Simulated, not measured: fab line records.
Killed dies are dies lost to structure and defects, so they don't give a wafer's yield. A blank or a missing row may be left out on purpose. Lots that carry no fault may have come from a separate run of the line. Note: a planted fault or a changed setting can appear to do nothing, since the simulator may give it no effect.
fab line records	flow nand-harc
record: lots: 12	wafers: 36	last-day: 34
route steps=1302 shown A_CONTACT@985 END@1302
lots that met no fault: from a run of the same line without faults
start-h: hours from the record's first day to the start of the lot's first wafer shown	wait-h: how many hours have passed since the lot's step before this one	" repeats the value in the row above	L1.1+2: a single row standing in for several wafers	- no value, or no start given	* or withheld: withheld	< > ~ a bound
route shown NAME@n: a module of which the file shows steps, and the number in the route of the first	usual: average and standard deviation across the fault-free wafers	same: alike in all rows	chamber/n: place in a boat	sites: per-site readings	_std_site: standard deviation across them	_edge_site: outer sites' mean less inner sites'	radius-mm: for every site, how far away it sits from the centre of the wafer	mask NAME#n: copy n	behind: the last tool/chamber to shape the wafer	hold: what put the lot on hold/how long, in hours/how the hold closed	device: which transistor (n, p or np) failed to switch	end of line: the route-end tests of the same wafers	step lacking rows: just its recipe	killed: count of dies lost to structure and defects at first sort (not the wafer's yield)	map: the dies of a wafer, with x for killed, . for not killed, _ for no die there
set.NAME: the run value of the setting; set.NAME@STEP: its run value at that earlier step	model.NAME: the simulator's own value behind a step, which no gauge read
route steps across a sampled set of lots; one table per step, one row per wafer
services: from which hour (start-h, from the record's first day; less than 0 if before it) a tool's chamber was out of use, for how many hours, and why
== steps ==
step: NHARC_A_CONTACT_DEP_28
recipe: target-thk-a: 70000	temp-c: 400	material: aC
usual: susceptor-temp-C: 400.01/0.25	throttle-valve-pct: 34.999/0.0084
lot.wafer	tool	chamber	start-h	wait-h	susceptor-temp-C	throttle-valve-pct
L893.2	acl-dep-02	0	496.35	1.3	400.14	34.998
L893.3	"	0	"	"	400.37	34.994
L893.6	"	0	499.18	4.1	400.34	34.992
L896.2	acl-dep-03	0	517.74	0.8	399.82	35.004
L896.5	"	0	519.88	2.9	399.80	34.999
L896.6	"	0	"	"	399.84	35.002
L897.2	acl-dep-03	0	525.60	0.8	-	34.996
L897.5	"	0	527.71	2.9	-	35.004
L897.6	"	0	"	"	-	35.007
L898.1	acl-dep-02	0	561.35	2.5	400.07	35.012
L898.5	"	0	564.19	5.4	400.20	34.999
L898.6	"	0	"	"	400.37	35.011
L903.3	acl-dep-01	0	571.21	1.5	399.85	35.000
L903.5	"	0	572.63	2.9	399.99	34.992
L903.6	"	0	"	"	399.52	35.006
L907.1	acl-dep-01	0	622.10	4.4	400.25	35.000
L907.2	"	0	"	"	400.06	34.995
L907.3	"	0	"	"	399.83	35.002
L910.2	acl-dep-01	0	650.78	0.7	-	34.994
L910.5	"	0	652.85	2.8	-	35.005
L910.6	"	0	"	"	-	35.000
L912.1	acl-dep-02	0	669.14	0.1	-	35.008
L912.3	"	0	670.54	1.5	-	34.985
L912.6	"	0	672.65	3.6	-	34.984
L913.1	acl-dep-01	0	696.90	0.1	-	34.999
L913.3	"	0	698.30	1.5	-	34.985
L913.4	"	0	"	"	-	34.991
L915.3	acl-dep-02	0	705.86	1.5	399.81	34.999
L915.4	"	0	"	"	400.06	35.007
L915.5	"	0	"	"	399.56	34.997
L914.1	acl-dep-02	0	714.38	0.1	399.50	34.997
L914.2	"	0	"	"	399.41	34.996
L914.3	"	0	"	"	399.75	35.005
L916.1	acl-dep-01	0	725.57	0.1	-	34.987
L916.5	"	0	728.38	2.9	-	35.005
L916.6	"	0	"	"	-	35.011
step: NHARC_A_CONTACT_ETCH_49
recipe: target-depth-a: 2600	over-etch-frac: 0.3	time-s: 475.3	ion-energy-ev: 200	n2-flow-sccm: 150	h2-flow-sccm: 150	ar-flow-sccm: 0	rf-w: 400	bias-w: 150	chemistry: N2/H2
usual: drypump-motor-current-A: 5.82/0.25	oes-product-au: 1.000/0.0083	rf-fwd-power-W: 399.2/1.1	rf-vpp-V: 431/3.2	run-length-s: 496.5/0.4	showerhead-plenum-p-Torr: 2.07/0.11	throttle-valve-pct: 14.172/0.0081
lot.wafer	tool	chamber	start-h	wait-h	drypump-motor-current-A	oes-product-au	rf-fwd-power-W	rf-hours-counter-h	rf-vpp-V	run-length-s	showerhead-plenum-p-Torr	throttle-valve-pct
L893.3	rie-diel-04	1	501.73	-	5.51	1.004	400.9	25	433	497.5	2.16	14.166
L893.2	"	2	"	"	5.60	0.998	400.4	20	433	496.3	2.17	14.176
L893.6	"	1	"	"	5.52	0.995	400.7	-	433	496.6	2.16	14.181
L896.2	rie-diel-05	2	522.57	-	6.12	1.005	398.1	19	435	496.2	2.17	14.180
L896.5	"	2	"	"	6.09	1.001	396.8	-	433	496.3	2.17	14.174
L896.6	"	3	"	"	5.84	0.989	398.2	-	432	495.8	2.09	14.182
L897.2	rie-diel-04	2	530.09	-	5.62	1.003	399.0	26	433	496.2	2.17	14.166
L897.5	"	2	"	"	5.63	0.997	399.0	-	433	496.2	2.17	14.167
L897.6	"	3	"	"	5.94	0.993	397.8	-	431	496.3	2.00	14.174
L898.1	rie-diel-04	2	566.86	-	5.63	0.995	398.2	4	433	496.4	2.17	14.166
L898.5	"	3	"	"	5.96	0.992	398.0	-	431	496.5	2.00	14.179
L898.6	"	0	"	"	5.81	1.007	-	-	433	394.0	2.14	14.177
L903.3	rie-diel-04	1	575.06	-	5.52	0.997	399.3	4	434	496.8	2.15	14.181
L903.6	"	0	"	"	5.80	0.992	-	-	434	394.0	2.14	14.156
L903.5	"	1	"	"	5.52	1.003	399.7	-	434	496.6	2.15	14.165
L907.1	rie-diel-05	3	627.44	-	5.87	1.005	399.0	13	433	496.1	2.08	14.170
L907.3	"	1	"	"	6.04	1.004	401.5	11	428	496.1	1.91	14.181
L907.2	"	2	"	"	6.11	0.996	400.4	11	433	496.1	2.16	14.175
L910.2	rie-diel-04	2	655.22	-	5.62	1.000	400.4	18	435	496.3	2.16	14.165
L910.6	"	2	"	"	5.62	0.991	399.9	-	434	496.3	2.16	14.163
L910.5	"	3	"	"	5.92	0.990	399.0	-	431	496.6	2.00	14.178
L912.1	rie-diel-04	1	674.37	-	5.53	1.009	400.7	16	435	496.9	2.15	14.174
L912.3	"	2	"	"	5.63	1.004	398.9	21	436	496.9	2.16	14.174
L912.6	"	1	"	"	5.49	1.011	398.6	-	434	496.9	2.15	14.168
L913.3	rie-diel-04	2	702.23	-	5.62	1.007	401.0	25	433	496.2	2.16	14.169
L913.4	"	0	"	"	5.79	0.995	398.1	26	434	496.5	2.14	14.174
L913.1	"	1	"	"	5.48	1.008	399.3	21	434	496.7	2.14	14.170
L915.4	rie-diel-02	3	709.71	-	5.93	0.997	398.6	50	435	497.2	2.16	14.183
L915.3	"	1	"	"	5.92	1.016	399.6	46	426	495.9	1.95	14.169
L915.5	"	3	"	"	5.93	0.986	400.0	-	433	497.3	2.16	14.164
L914.1	rie-diel-04	0	719.76	-	5.81	0.996	400.4	0	433	496.5	2.14	14.165
L914.3	"	1	"	"	5.52	0.996	398.5	0	434	496.6	2.14	14.164
L914.2	"	2	"	"	5.62	1.004	398.9	0	434	496.4	2.16	14.162
L916.1	rie-diel-05	0	731.67	-	5.82	0.982	397.5	47	426	496.5	1.88	14.176
L916.5	"	1	"	"	6.04	0.996	400.4	-	426	496.8	1.89	14.166
L916.6	"	2	"	"	6.09	1.000	398.5	-	434	496.6	2.15	14.189
step: NHARC_A_CONTACT_ETCH_50
recipe: target-depth-a: 1210	time-s: 60.5	cf4-flow-sccm: 100	chf3-flow-sccm: 30	ar-flow-sccm: 0	rf-w: 500	bias-w: 200	chemistry: CF4/CHF3
usual: drypump-motor-current-A: 5.81/0.25	oes-product-au: 0.951/0.021	rf-fwd-power-W: 495.0/1.6	rf-vpp-V: 371.2/2.8	run-length-s: 81.7/0.39	showerhead-plenum-p-Torr: 1.59/0.08	throttle-valve-pct: 16.803/0.0088
lot.wafer	tool	chamber	start-h	wait-h	drypump-motor-current-A	oes-product-au	rf-fwd-power-W	rf-hours-counter-h	rf-vpp-V	run-length-s	showerhead-plenum-p-Torr	throttle-valve-pct
L893.3	rie-diel-04	0	-	-	5.78	0.933	495.3	25	373.4	82.0	1.65	16.818
L893.2	"	1	"	"	5.56	0.962	495.1	25	371.2	82.2	1.66	16.801
L893.6	"	1	"	"	5.53	0.954	494.7	-	372.2	81.8	1.66	16.799
L896.2	rie-diel-05	1	-	-	6.03	0.930	492.6	35	366.5	81.2	1.48	16.793
L896.5	"	1	"	"	6.01	0.909	493.6	-	368.0	81.4	1.48	16.804
L896.6	"	2	"	"	6.14	0.928	496.9	-	373.3	81.5	1.67	16.793
L897.2	rie-diel-04	1	-	-	5.52	0.927	493.0	32	372.8	81.8	1.65	16.809
L897.5	"	2	"	"	5.64	0.921	495.5	-	373.4	81.6	1.66	16.806
L897.6	"	3	"	"	5.95	0.918	494.2	-	369.0	81.6	1.55	16.792
L898.1	rie-diel-04	1	-	-	5.49	0.943	495.1	4	373.7	82.4	1.65	16.799
L898.6	"	0	"	"	5.77	0.949	495.4	-	374.0	82.1	1.65	16.799
L898.5	"	1	"	"	5.48	0.945	493.5	-	374.7	82.5	1.65	16.799
L903.3	rie-diel-04	1	-	-	5.53	0.993	493.7	5	373.0	82.0	1.65	16.796
L903.5	"	2	"	"	5.61	0.967	495.5	-	374.1	81.6	1.66	16.802
L903.6	"	3	"	"	5.95	0.956	493.2	-	369.1	81.5	1.55	16.796
L907.2	rie-diel-05	3	-	-	5.86	0.987	496.0	13	371.7	81.4	1.60	16.801
L907.3	"	1	"	"	6.02	0.968	496.8	11	367.1	81.6	1.48	16.790
L907.1	"	2	"	"	6.10	0.958	495.5	11	372.9	81.7	1.66	16.797
L910.2	rie-diel-04	3	-	-	5.92	0.967	495.4	18	369.2	81.6	1.54	16.810
L910.6	"	3	"	"	5.91	0.961	491.6	-	370.3	81.5	1.54	16.805
L910.5	"	0	"	"	5.81	0.974	495.2	-	372.1	82.0	1.64	16.803
L912.1	rie-diel-04	1	-	-	5.52	0.990	493.8	16	372.4	81.8	1.65	16.821
L912.3	"	2	"	"	5.61	0.972	495.8	21	372.2	81.4	1.66	16.811
L912.6	"	0	"	"	5.79	0.988	496.6	-	372.9	81.9	1.64	16.804
L913.4	rie-diel-04	0	-	-	5.78	0.979	495.5	26	373.1	81.6	1.64	16.797
L913.1	"	1	"	"	5.50	0.984	496.9	21	373.5	82.1	1.65	16.794
L913.3	"	2	"	"	5.62	0.976	497.0	25	374.6	81.7	1.66	16.812
L915.4	rie-diel-02	0	-	-	6.21	0.942	495.8	46	367.0	81.0	1.46	16.789
L915.3	"	2	"	"	5.09	0.942	495.8	50	372.2	81.8	1.69	16.787
L915.5	"	0	"	"	6.25	0.940	498.6	-	368.2	81.1	1.46	16.805
L914.1	rie-diel-04	1	-	-	5.52	0.977	494.6	0	373.5	81.7	1.65	16.820
L914.2	"	2	"	"	5.63	0.982	496.0	0	372.7	81.7	1.66	16.796
L914.3	"	0	"	"	5.76	0.960	492.5	0	372.6	82.2	1.64	16.793
L916.1	rie-diel-05	1	-	-	6.03	0.925	496.8	46	368.1	81.2	1.47	16.799
L916.6	"	0	"	"	5.82	0.919	496.1	-	367.5	81.8	1.46	16.793
L916.5	"	1	"	"	6.03	0.934	496.0	-	367.3	81.3	1.47	16.809
step: NHARC_A_CONTACT_ETCH_113
recipe: source-w: withheld	pressure-mtorr: 20	bias-v: 3000	time-s: 190	target-depth-a: 18500	ar-flow-sccm: withheld	c4f8-flow-sccm: withheld	o2-flow-sccm: withheld	chemistry: C4F8/O2/Ar
usual: run-length-s: 190/0
lot.wafer	tool	chamber	start-h	wait-h	rf-hours-counter-h	run-length-s
L893.2	har-cap-etch-02	0	503.75	0.1	81	190
L893.3	"	1	"	"	-	190
L893.6	"	1	"	"	-	190
L896.2	har-cap-etch-03	1	524.80	0.1	47	190
L896.5	"	0	"	"	-	190
L896.6	"	1	"	"	-	190
L897.2	har-cap-etch-02	0	532.13	0.1	88	190
L897.6	"	1	"	"	-	190
L897.5	"	0	"	"	-	190
L898.1	har-cap-etch-01	0	568.79	0.1	9	190
L898.6	"	0	"	"	-	190
L898.5	"	1	"	"	-	190
L903.3	har-cap-etch-03	0	577.13	0.1	-	190
L903.5	"	1	"	"	-	190
L903.6	"	0	"	"	-	190
L907.2	har-cap-etch-01	0	629.46	0.1	23	190
L907.1	"	1	"	"	23	190
L907.3	"	1	"	"	-	190
L910.2	har-cap-etch-01	1	657.25	0.1	28	190
L910.6	"	0	"	"	-	190
L910.5	"	1	"	"	-	190
L912.1	har-cap-etch-02	1	676.34	0.1	115	190
L912.3	"	1	"	"	-	190
L912.6	"	0	"	"	-	190
L913.1	har-cap-etch-01	0	704.24	0.1	36	190
L913.3	"	0	"	"	-	190
L913.4	"	1	"	"	-	190
L915.3	har-cap-etch-02	1	711.77	0.1	-	190
L915.4	"	0	"	"	-	190
L915.5	"	0	"	"	-	190
L914.2	har-cap-etch-01	0	721.77	0.1	39	190
L914.1	"	1	"	"	39	190
L914.3	"	0	"	"	-	190
L916.1	har-cap-etch-03	0	734.03	0.1	81	190
L916.6	"	0	"	"	-	190
L916.5	"	1	"	"	-	190
step: NHARC_END_SORT_01
recipe: temp-c: 25
usual: killed-at-array: 54/18	killed-at-other: 0.7/0.87	killed-at-periphery: 3.7/2.5	killed-dies: 59/19	killed-open: 3.3/2	killed-short: 2.6/1.6
same: gross-dies: 677
lot.wafer	tool	chamber	start-h	wait-h	killed-at-array	killed-at-other	killed-at-periphery	killed-dies	killed-open	killed-short
L903.6	prober-01	0	651.60	4.0	30	1	1	32	3	1
killed by level:class
L903.6 A_CHANNEL_HOLE_D2:chamber-film-flake=15 A_CHANNEL_HOLE_D1:chamber-film-flake=3 A_CONTACT:chamber-film-flake=3 A_CONTACT:area-etch=3 A_CONTACT:geometric-particle:open=2 A_ONON_D1:geometric-particle:short=1 A_CHANNEL_FILL_D2:geometric-particle:open=1 P_GATE:chamber-film-flake=1
== services ==
tool	chamber	start-h	hours	kind
acl-dep-03	-	485.23	13.0	pm
rie-diel-04	0	486.99	-	clean
rie-diel-04	1	486.99	-	clean
rie-diel-04	2	486.99	-	clean
rie-diel-04	3	486.99	-	clean
har-cap-etch-01	-	497.46	17.0	pm
rie-diel-04	0	511.49	-	clean
rie-diel-04	1	511.49	-	clean
rie-diel-04	2	511.49	-	clean
rie-diel-04	3	511.49	-	clean
rie-diel-04	-	532.41	9.0	pm
rie-diel-04	0	532.41	9.0	vent-cycle
rie-diel-04	1	532.41	9.0	vent-cycle
rie-diel-04	2	532.41	9.0	vent-cycle
rie-diel-04	3	532.41	9.0	vent-cycle
rie-diel-04	0	541.41	-	clean
acl-dep-01	-	554.72	13.0	pm
rie-diel-02	-	577.30	9.0	pm
rie-diel-05	-	583.76	9.0	pm
acl-dep-02	-	612.17	13.0	pm
rie-diel-05	0	618.01	5.8	repair
acl-dep-03	-	666.23	13.0	pm
rie-diel-04	-	709.41	9.0	pm
rie-diel-05	3	729.23	4.2	repair
== key ==
first-sign: step: NHARC_A_CONTACT_ETCH_49	reading: run-length-s	direction: down	sigmas: 99+	usual: *	struck: *
effect none on later readings
met-at NHARC_A_CONTACT_ETCH_49
struck-lots L898,L903
struck-wafers L898.6,L903.6
sort-left-out L898.6
tester-left-out L898,L903
not-acting-at NHARC_A_CONTACT_DEP_28,NHARC_A_CONTACT_ETCH_50,NHARC_A_CONTACT_ETCH_113
fault: kind: process-parameter-drift	tool: rie-diel-04	chamber: 0	onset-h: 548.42	steps: NHARC_A_CONTACT_ETCH_49	channel: time-s	offset: *	shape: step	end-h: 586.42	acts-in: *	stated: *
tester-left-out: of these lots the tester's yield and bins aren't shown, on N5 and GAA mostly nor the transistor test; their killed dies are dies lost to structure and defects alone, not to doping, threshold or leakage, so they don't give the yield
sort-left-out: the simulated sort isn't trusted on such a fault, so these wafers' sort isn't shown, and their yield isn't known
